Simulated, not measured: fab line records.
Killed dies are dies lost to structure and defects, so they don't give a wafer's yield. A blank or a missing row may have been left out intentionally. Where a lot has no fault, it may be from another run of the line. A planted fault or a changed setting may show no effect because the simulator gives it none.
Problem report, 8D (eight disciplines) form, completed by code + flow nand_harc + the parts of the form that need people (team, actions taken, sign-off) are left out

== 1. WHAT IS WRONG ==
Wafers with no fault read 3.8 with a standard deviation of 2.5, whereas killed_at_periphery at NHARC_END_SORT_01 reads a mean of 20.0 on 1 wafer of 1 lot. That is +6.5 standard deviations from the usual mean.
Earliest sighting: wafer L349.4 on prober-02 at day 31 15:38. At this step, 23 wafers from 9 lots have a number in the record. Rule for "out" (also "out of limits"): further than 4 standard deviations from the usual mean. Any other wafer with a number is counted as sound.

== 2. WHAT IT IS AND WHAT IT IS NOT ==
| question                    | is                  | is not                                                                   |
|-----------------------------|---------------------|--------------------------------------------------------------------------|
| which readings at this step | killed_at_periphery | killed_at_array, killed_at_other, killed_dies, killed_open, killed_short |
| which lots                  | L349                | L336, L337, L339, L340, L341, L342, L343, L344                           |
| which wafers of those lots  | L349.4              | L349.1, L349.3                                                           |
| read on which gauges        | prober-02           | prober-01                                                                |
| when                        | from day 31 15:38   | up to then (22 sound wafers)                                             |

== 3. SUSPECTS, AND WHAT RULES EACH OUT ==
Counting: if a tool at a process step up to the reading ran every lot that is out, it stays a suspect. Sound lots after the first of them don't rule it out here, since some wafers of a struck lot are sound.
- the gauge at NHARC_END_SORT_01: kept. All the wafers that are out were read on prober-02, and no step on other tools shows them out.
- pvd_sputter-02 at NHARC_P_CONTACT_PRE_CLEAN_39 (time 19.5 s): kept. The lot that is out, L349, ran on it at day 13 04:07; the last sound lot it ran before that was L340, at day 9 10:35.
- plasma_asher-02 at NHARC_THIN_TSV_STRIP_45 (strips in O2): kept. The lot that is out, L349, ran on it at day 31 00:38; the last sound lot it ran before that was L344, at day 28 20:27.
- pvd_sputter-02 at NHARC_THIN_TSV_PRE_CLEAN_50 (time 30 s): kept. It ran the lot that is out, L349 (day 31 06:03). Because NHARC_THIN_TSV_PRE_CLEAN_50 lacks a start for some lots, the hours and order of its lots are taken from NHARC_THIN_TSV_ETCH_36.
- rie_metal-01 at NHARC_THIN_TSV_ETCH_36 (etches the open film in Cl2/BCl3, target depth 65 nm, time 18.571 s): kept. The lot that is out, L349, ran on it at day 31 06:03; the last sound lot it ran before that was L344, at day 29 01:53.
- The sound lot-mates ran in chamber 0 of plasma_asher-02 at NHARC_THIN_TSV_STRIP_45, but the wafers that are out ran in chamber 1.
Left after counting: pvd_sputter-02 at NHARC_P_CONTACT_PRE_CLEAN_39, plasma_asher-02 at NHARC_THIN_TSV_STRIP_45, pvd_sputter-02 at NHARC_THIN_TSV_PRE_CLEAN_50, rie_metal-01 at NHARC_THIN_TSV_ETCH_36, prober-02 at NHARC_END_SORT_01.

== 4. THE CAUSE (what the simulator had put in) ==
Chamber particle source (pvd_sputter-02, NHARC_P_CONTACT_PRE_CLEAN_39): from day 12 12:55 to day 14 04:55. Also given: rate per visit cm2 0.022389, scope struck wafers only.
Counting leaves 5 suspects; this tool is one of them.

== 5. THE EFFECT CHAIN, in route order ==
Each row: a reading whose mean over the struck wafers that have a number lies more than 3 standard deviations from the usual. Readings are gone through only where the record gives a usual standard deviation; hours: the median, over the lots, of the time from a lot's start at the first step in this table giving one to that lot's start at this step; sigmas: the change measured in usual standard deviations.
| hours | step              | reading             | usual | on struck wafers | change | sigmas |
|-------|-------------------|---------------------|-------|------------------|--------|--------|
| 0     | NHARC_END_SORT_01 | killed_at_periphery | 3.8   | 20.0             | +16.2  | +6.5   |

== 6. WHAT WOULD HAVE CAUGHT IT SOONER ==
In this record the first reading out of limits at a measuring or inspecting step was taken at day 31 15:38, 459 hours after the fault began at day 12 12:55.
By day 31 15:38 the whole set of lots that are out, 1 in number, had already begun NHARC_P_CONTACT_PRE_CLEAN_39 on pvd_sputter-02. Holding the tool at that point would not have protected any of them.
